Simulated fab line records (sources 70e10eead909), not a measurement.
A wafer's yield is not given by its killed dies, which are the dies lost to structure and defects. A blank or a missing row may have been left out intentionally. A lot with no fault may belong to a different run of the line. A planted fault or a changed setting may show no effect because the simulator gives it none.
Which tool is to blame? / flow nandHarc / 12 lots with 36 wafers sampled at 5 steps, on a route of 1302 steps

== WHAT THE GAUGES SHOWED, per wafer ==
NHARC_A_M1_CD_MEAS_16. Usual: cdNm 119.3 nm, standard deviation 0.88.
lot=L814; measured=day 23 03:48; on=cdSem-01; cdNm (nm)=117.3 118.8 119.4; flag=
lot=L813; measured=day 23 05:26; on=cdSem-01; cdNm (nm)=118.8 119.0 121.0; flag=
lot=L812; measured=day 23 09:45; on=cdSem-02; cdNm (nm)=119.7 118.4 119.5; flag=
lot=L817; measured=day 25 12:45; on=cdSem-03; cdNm (nm)=119.3 121.4 120.1; flag=
lot=L816; measured=day 25 15:44; on=cdSem-02; cdNm (nm)=118.7 119.4 118.5; flag=
lot=L815; measured=day 25 21:13; on=cdSem-02; cdNm (nm)=119.8 120.3 119.9; flag=
lot=L822; measured=day 27 16:25; on=cdSem-02; cdNm (nm)=119.2 118.5 119.7; flag=
lot=L827; measured=day 29 02:37; on=cdSem-02; cdNm (nm)=118.4 119.0 118.1; flag=
lot=L829; measured=day 30 11:23; on=cdSem-02; cdNm (nm)=119.5 120.2 119.5; flag=
lot=L831; measured=day 30 21:37; on=cdSem-02; cdNm (nm)=118.8 118.4 119.9; flag=
lot=L833; measured=day 32 03:43; on=cdSem-03; cdNm (nm)=118.9 121.1 118.3; flag=
lot=L834; measured=day 32 05:06; on=cdSem-02; cdNm (nm)=119.7 118.6 119.7; flag=

NHARC_A_M1_THK_MEAS_24: measures by xrf. Usual: thkNm 154.2 nm, standard deviation 1.9.
lot=L814; measured=day 23 05:55; on=filmMetro-01; thkNm (nm)=154.0 155.3 159.5; flag=
lot=L813; measured=day 23 07:40; on=filmMetro-01; thkNm (nm)=153.2 156.6 154.3; flag=
lot=L812; measured=day 23 11:52; on=filmMetro-01; thkNm (nm)=154.3 154.1 153.6; flag=
lot=L817; measured=day 25 14:51; on=filmMetro-02; thkNm (nm)=151.2 153.7 149.9; flag=
lot=L816; measured=day 25 17:52; on=filmMetro-02; thkNm (nm)=155.2 155.6 153.1; flag=
lot=L815; measured=day 25 23:19; on=filmMetro-02; thkNm (nm)=152.9 153.1 154.1; flag=
lot=L822; measured=day 27 18:32; on=filmMetro-01; thkNm (nm)=154.9 157.8 156.1; flag=
lot=L827; measured=day 29 04:44; on=filmMetro-02; thkNm (nm)=153.0 150.5 151.6; flag=
lot=L829; measured=day 30 13:31; on=filmMetro-01; thkNm (nm)=151.8 152.9 152.3; flag=
lot=L831; measured=day 30 23:44; on=filmMetro-02; thkNm (nm)=152.0 154.5 152.4; flag=
lot=L833; measured=day 32 05:50; on=filmMetro-02; thkNm (nm)=152.4 152.7 153.8; flag=
lot=L834; measured=day 32 08:54; on=filmMetro-02; thkNm (nm)=156.7 156.3 158.1; flag=

NHARC_END_SORT_01. Usual: defectLimitedYield 91 %, standard deviation 3.1; killedAtArray 54, standard deviation 21; killedAtOther 0.9, standard deviation 1.1; killedAtPeriphery 3.5, standard deviation 2.5; killedDies 58, standard deviation 21; killedOpen 3.3, standard deviation 1.9; killedShort 2.6, standard deviation 1.8; sort_bin_2_pct 3.0 %, standard deviation 1.4; sort_bin_3_pct 0.6 %, standard deviation 0.41; sort_bin_4_pct 4.9 %, standard deviation 1.7; sortNPass 619, standard deviation 21; sortRimYieldPct 92 %, standard deviation 4; sortYieldPct 91 %, standard deviation 3.1.
lot=L817; measured=day 27 00:20; on=prober-01; defectLimitedYield (%)=94 93 93; killedAtArray=36 44 44; killedAtOther=2 0 1; killedAtPeriphery=2 2 0; killedDies=40 46 45; killedOpen=2 3 1; killedShort=2 0 1; sort_bin_2_pct (%)=2.8 2.4 1.5; sort_bin_3_pct (%)=0.1 0.6 1.2; sort_bin_4_pct (%)=3.0 3.8 4.0; sortNPass=637 631 632; sortRimYieldPct (%)=97 96 95; sortYieldPct (%)=94 93 93; flag=
lot=L815; measured=day 27 09:43; on=prober-01; defectLimitedYield (%)=96 96 95; killedAtArray=21 23 31; killedAtOther=1 0 0; killedAtPeriphery=3 3 2; killedDies=25 26 33; killedOpen=1 2 3; killedShort=1 6 0; sort_bin_2_pct (%)=1.6 0.7 1.3; sort_bin_3_pct (%)=0.3 0.4 0; sort_bin_4_pct (%)=1.8 2.7 3.5; sortNPass=652 651 644; sortRimYieldPct (%)=94 95 95; sortYieldPct (%)=96 96 95; flag=
lot=L829; measured=day 31 23:44; on=prober-01; defectLimitedYield (%)=87 87 88; killedAtArray=86 81 70; killedAtOther=0 2 2; killedAtPeriphery=4 6 7; killedDies=90 89 79; killedOpen=3 3 6; killedShort=3 1 4; sort_bin_2_pct (%)=4.9 4.1 4.3; sort_bin_3_pct (%)=2.1 1.6 0.9; sort_bin_4_pct (%)=6.4 7.4 6.5; sortNPass=587 588 598; sortRimYieldPct (%)=94 92 86; sortYieldPct (%)=87 87 88; flag=
lot=L831; measured=day 32 12:28; on=prober-01; defectLimitedYield (%)=94 95 94; killedAtArray=35 32 40; killedAtOther=2 1 0; killedAtPeriphery=3 2 4; killedDies=40 35 44; killedOpen=5 2 3; killedShort=3 2 5; sort_bin_2_pct (%)=1.6 1.0 3.0; sort_bin_3_pct (%)=0.3 0.6 0.6; sort_bin_4_pct (%)=4.0 3.5 3.0; sortNPass=637 642 633; sortRimYieldPct (%)=94 95 95; sortYieldPct (%)=94 95 94; flag=

== WHICH TOOL RAN EACH LOT (tool, then ch and the chambers of the sampled wafers, then the start) ==
lot=L814; NHARC_A_M1_PVD_20=pvdSputter-01, day 23 05:55 or earlier; NHARC_A_BONDPAD_EXPOSE_06=krfScanner-02 ch 0, day 23 07:52
lot=L813; NHARC_A_M1_PVD_20=pvdSputter-01, day 23 07:40 or earlier; NHARC_A_BONDPAD_EXPOSE_06=krfScanner-03 ch 0, day 23 09:36
lot=L812; NHARC_A_M1_PVD_20=pvdSputter-01, day 23 11:52 or earlier; NHARC_A_BONDPAD_EXPOSE_06=krfScanner-01 ch 0, day 23 13:47
lot=L817; NHARC_A_M1_PVD_20=pvdSputter-01, day 25 14:51 or earlier; NHARC_A_BONDPAD_EXPOSE_06=krfScanner-01 ch 0, day 25 16:49
lot=L816; NHARC_A_M1_PVD_20=pvdSputter-02, day 25 17:52 or earlier; NHARC_A_BONDPAD_EXPOSE_06=krfScanner-01 ch 0, day 25 19:41
lot=L815; NHARC_A_M1_PVD_20=pvdSputter-02, day 25 23:19 or earlier; NHARC_A_BONDPAD_EXPOSE_06=krfScanner-02 ch 0, day 26 01:14
lot=L822; NHARC_A_M1_PVD_20=pvdSputter-01, day 27 18:32 or earlier; NHARC_A_BONDPAD_EXPOSE_06=krfScanner-03 ch 0, day 27 20:27
lot=L827; NHARC_A_M1_PVD_20=pvdSputter-03, day 29 04:44 or earlier; NHARC_A_BONDPAD_EXPOSE_06=krfScanner-03 ch 0, day 29 06:40
lot=L829; NHARC_A_M1_PVD_20=pvdSputter-01, day 30 13:31 or earlier; NHARC_A_BONDPAD_EXPOSE_06=krfScanner-02 ch 0, day 30 15:26
lot=L831; NHARC_A_M1_PVD_20=pvdSputter-02, day 30 23:44 or earlier; NHARC_A_BONDPAD_EXPOSE_06=krfScanner-02 ch 0, day 31 01:32
lot=L833; NHARC_A_M1_PVD_20=pvdSputter-01, day 32 05:50 or earlier; NHARC_A_BONDPAD_EXPOSE_06=krfScanner-01 ch 0, day 32 09:44
lot=L834; NHARC_A_M1_PVD_20=pvdSputter-02, day 32 08:54 or earlier; NHARC_A_BONDPAD_EXPOSE_06=krfScanner-01 ch 0, day 32 10:56
- NHARC_A_M1_PVD_20: deposits TaN, target thk 5 nm, time 8.06 s.
- NHARC_A_BONDPAD_EXPOSE_06: exposes mask A BPAD.

== WHAT THE TOOLS THEMSELVES READ (means of the sampled wafers that have a number; where no wafer has one, the mark that the record gives instead) ==
NHARC_A_M1_PVD_20. Usual: cathodeDcPowerW 15000 W, standard deviation 2.7; throttleValvePct 29.9 %, standard deviation 0.97.
lot=L814; tool=pvdSputter-01; cathodeDcPowerW (W)=15002; throttleValvePct (%)=30.6; flag=
lot=L813; tool=pvdSputter-01; cathodeDcPowerW (W)=15001; throttleValvePct (%)=30.2; flag=
lot=L812; tool=pvdSputter-01; cathodeDcPowerW (W)=15002; throttleValvePct (%)=30.4; flag=
lot=L817; tool=pvdSputter-01; cathodeDcPowerW (W)=14999; throttleValvePct (%)=30.0; flag=
lot=L816; tool=pvdSputter-02; cathodeDcPowerW (W)=14999; throttleValvePct (%)=29.4; flag=
lot=L815; tool=pvdSputter-02; cathodeDcPowerW (W)=15003; throttleValvePct (%)=29.3; flag=
lot=L822; tool=pvdSputter-01; cathodeDcPowerW (W)=15001; throttleValvePct (%)=29.6; flag=
lot=L827; tool=pvdSputter-03; cathodeDcPowerW (W)=15003; throttleValvePct (%)=29.9; flag=
lot=L829; tool=pvdSputter-01; cathodeDcPowerW (W)=15001; throttleValvePct (%)=29.1; flag=
lot=L831; tool=pvdSputter-02; cathodeDcPowerW (W)=15000; throttleValvePct (%)=29.5; flag=
lot=L833; tool=pvdSputter-01; cathodeDcPowerW (W)=15001; throttleValvePct (%)=30.4; flag=
lot=L834; tool=pvdSputter-02; cathodeDcPowerW (W)=14999; throttleValvePct (%)=29.7; flag=

NHARC_A_BONDPAD_EXPOSE_06. Usual: exposureDoseMJCm2 36.94, standard deviation 0.045.
lot=L814 tool=krfScanner-02 exposureDoseMJCm2=36.95 flag=
lot=L813 tool=krfScanner-03 exposureDoseMJCm2=36.90 flag=
lot=L812 tool=krfScanner-01 exposureDoseMJCm2=36.93 flag=
lot=L817 tool=krfScanner-01 exposureDoseMJCm2=36.92 flag=
lot=L816 tool=krfScanner-01 exposureDoseMJCm2=36.93 flag=
lot=L815 tool=krfScanner-02 exposureDoseMJCm2=37.00 flag=
lot=L822 tool=krfScanner-03 exposureDoseMJCm2=34.16 flag=OFF
lot=L827 tool=krfScanner-03 exposureDoseMJCm2=34.74 flag=OFF
lot=L829 tool=krfScanner-02 exposureDoseMJCm2=36.96 flag=
lot=L831 tool=krfScanner-02 exposureDoseMJCm2=36.99 flag=
lot=L833 tool=krfScanner-01 exposureDoseMJCm2=36.95 flag=
lot=L834 tool=krfScanner-01 exposureDoseMJCm2=36.90 flag=

== THE ANSWER, worked out from the rows above alone ==
Rule: lot off if the mean of its wafers having a number is beyond 3 standard deviations from the usual mean. Also off: a lot with no number at a reading for which 4 or more lots have one. Where the step has rows for the other lots, those lots are counted as sound. After the gauges, taken in route order, come the tools' own readings; for these a lot's mean is taken, as printed above. The first step at which some lot is off is used, and at that step the reading that is off furthest; a lot without a number counts as furthest.
Off: L822, L827 (NHARC_A_BONDPAD_EXPOSE_06, exposureDoseMJCm2).
If a tool, at that step or one of the process steps before it, ran each lot that is off and ran no sound lot following the first of them, it fits. NHARC_A_M1_PVD_20 gives no start for some lots, so the hours and the order of its lots are those of NHARC_A_M1_THK_MEAS_24. One candidate fits, namely krfScanner-03 at NHARC_A_BONDPAD_EXPOSE_06. Its last sound lot is L813 (day 23 09:36), its first lot that is off L822 (day 27 20:27): a fault that began between those two fits.
The tool's own readings at NHARC_A_BONDPAD_EXPOSE_06 bear it out: on the lots that are off they differ by more than 5 times the standard deviation of the sound lots' means. exposureDoseMJCm2 reads 34.45 there against 36.94 on the sound lots.

== WHAT THE SIMULATOR HAD PUT IN ==
Process parameter drift: krfScanner-03, from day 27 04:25 on, at NHARC_A_BONDPAD_EXPOSE_06. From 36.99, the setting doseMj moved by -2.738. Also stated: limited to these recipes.
Struck lots among those shown: L822, L827. The rule above found the same.
